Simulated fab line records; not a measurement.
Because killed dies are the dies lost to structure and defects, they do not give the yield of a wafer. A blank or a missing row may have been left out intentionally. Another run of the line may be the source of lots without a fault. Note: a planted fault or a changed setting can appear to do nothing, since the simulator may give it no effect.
Chamber matching / flow n5_finfet / 4 sister chambers for N5_BEOL_M9_VIA_ETCH_34 on rie_diel-04
The step etches SiCOH lowk in C4F6/O2, target depth 182.4 nm, time 68.4 s. 16 wafers are shown with their chamber, then 8 later ones without.

EACH WAFER AND ITS CHAMBER
wafer=L074.2; chamber=1; showerhead_plenum_p_Torr (Torr)=2.80; drypump_motor_current_A (A)=5.1; rf_vpp_V (V)=684
wafer=L074.3; chamber=0; showerhead_plenum_p_Torr (Torr)=2.76; drypump_motor_current_A (A)=6.3; rf_vpp_V (V)=650
wafer=L074.5; chamber=1; showerhead_plenum_p_Torr (Torr)=2.80; drypump_motor_current_A (A)=5.0; rf_vpp_V (V)=682
wafer=L078.1; chamber=3; showerhead_plenum_p_Torr (Torr)=3.03; drypump_motor_current_A (A)=5.4; rf_vpp_V (V)=674
wafer=L078.2; chamber=1; showerhead_plenum_p_Torr (Torr)=2.80; drypump_motor_current_A (A)=5.1; rf_vpp_V (V)=683
wafer=L078.5; chamber=0; showerhead_plenum_p_Torr (Torr)=2.76; drypump_motor_current_A (A)=6.3; rf_vpp_V (V)=652
wafer=L082.3; chamber=2; showerhead_plenum_p_Torr (Torr)=2.71; drypump_motor_current_A (A)=5.0; rf_vpp_V (V)=655
wafer=L082.4; chamber=3; showerhead_plenum_p_Torr (Torr)=3.03; drypump_motor_current_A (A)=5.4; rf_vpp_V (V)=676
wafer=L082.6; chamber=2; showerhead_plenum_p_Torr (Torr)=2.71; drypump_motor_current_A (A)=5.0; rf_vpp_V (V)=655
wafer=L084.2; chamber=2; showerhead_plenum_p_Torr (Torr)=2.71; drypump_motor_current_A (A)=5.0; rf_vpp_V (V)=654
wafer=L084.3; chamber=3; showerhead_plenum_p_Torr (Torr)=3.03; drypump_motor_current_A (A)=5.4; rf_vpp_V (V)=675
wafer=L084.6; chamber=1; showerhead_plenum_p_Torr (Torr)=2.79; drypump_motor_current_A (A)=5.0; rf_vpp_V (V)=682
wafer=L085.3; chamber=2; showerhead_plenum_p_Torr (Torr)=2.71; drypump_motor_current_A (A)=5.0; rf_vpp_V (V)=653
wafer=L085.5; chamber=1; showerhead_plenum_p_Torr (Torr)=2.79; drypump_motor_current_A (A)=5.0; rf_vpp_V (V)=683
wafer=L085.6; chamber=2; showerhead_plenum_p_Torr (Torr)=2.71; drypump_motor_current_A (A)=5.0; rf_vpp_V (V)=654
wafer=L088.1; chamber=3; showerhead_plenum_p_Torr (Torr)=3.02; drypump_motor_current_A (A)=5.4; rf_vpp_V (V)=674

SIGNATURES, as means of the wafers listed above
reading=showerhead_plenum_p_Torr; chamber 0=2.7600; chamber 1=2.7960; chamber 2=2.7100; chamber 3=3.0275; scatter within a chamber=0.00403
reading=drypump_motor_current_A; chamber 0=6.300; chamber 1=5.040; chamber 2=5.000; chamber 3=5.400; scatter within a chamber=0.0316
reading=rf_vpp_V; chamber 0=651.00; chamber 1=682.80; chamber 2=654.20; chamber 3=674.75; scatter within a chamber=0.929
Rule: for a wafer and a chamber, the distance is found by dividing, reading by reading, the gap between the wafer's reading and the chamber's mean by the reading's scatter, squaring, summing and taking the root. If the next closest chamber is less than 2 further off than the closest, the wafer can't be placed; otherwise it belongs to the closest. The scatter is the square root of a quotient: the sum, over the shown wafers, of each reading's squared deviation from its chamber's mean, divided by wafers minus chambers.

WAFERS WITH NO CHAMBER GIVEN
wafer=L088.5; showerhead_plenum_p_Torr (Torr)=2.79; drypump_motor_current_A (A)=5.1; rf_vpp_V (V)=683
wafer=L088.6; showerhead_plenum_p_Torr (Torr)=2.71; drypump_motor_current_A (A)=5.0; rf_vpp_V (V)=656
wafer=L094.2; showerhead_plenum_p_Torr (Torr)=2.70; drypump_motor_current_A (A)=5.0; rf_vpp_V (V)=653
wafer=L094.3; showerhead_plenum_p_Torr (Torr)=2.78; drypump_motor_current_A (A)=5.0; rf_vpp_V (V)=683
wafer=L094.4; showerhead_plenum_p_Torr (Torr)=3.01; drypump_motor_current_A (A)=5.4; rf_vpp_V (V)=674
wafer=L097.2; showerhead_plenum_p_Torr (Torr)=2.78; drypump_motor_current_A (A)=5.0; rf_vpp_V (V)=683
wafer=L097.4; showerhead_plenum_p_Torr (Torr)=3.01; drypump_motor_current_A (A)=5.4; rf_vpp_V (V)=673
wafer=L097.5; showerhead_plenum_p_Torr (Torr)=2.70; drypump_motor_current_A (A)=5.0; rf_vpp_V (V)=654

WHICH CHAMBER EACH WENT THROUGH
wafer=L088.5; from the rows above=1; in truth=1
wafer=L088.6; from the rows above=2; in truth=2
wafer=L094.2; from the rows above=2; in truth=2
wafer=L094.3; from the rows above=1; in truth=1
wafer=L094.4; from the rows above=3; in truth=3
wafer=L097.2; from the rows above=1; in truth=1
wafer=L097.4; from the rows above=3; in truth=3
wafer=L097.5; from the rows above=2; in truth=2
8 of 8 placed correctly. From these rows, 0 cannot be placed. 0 placed wrongly.
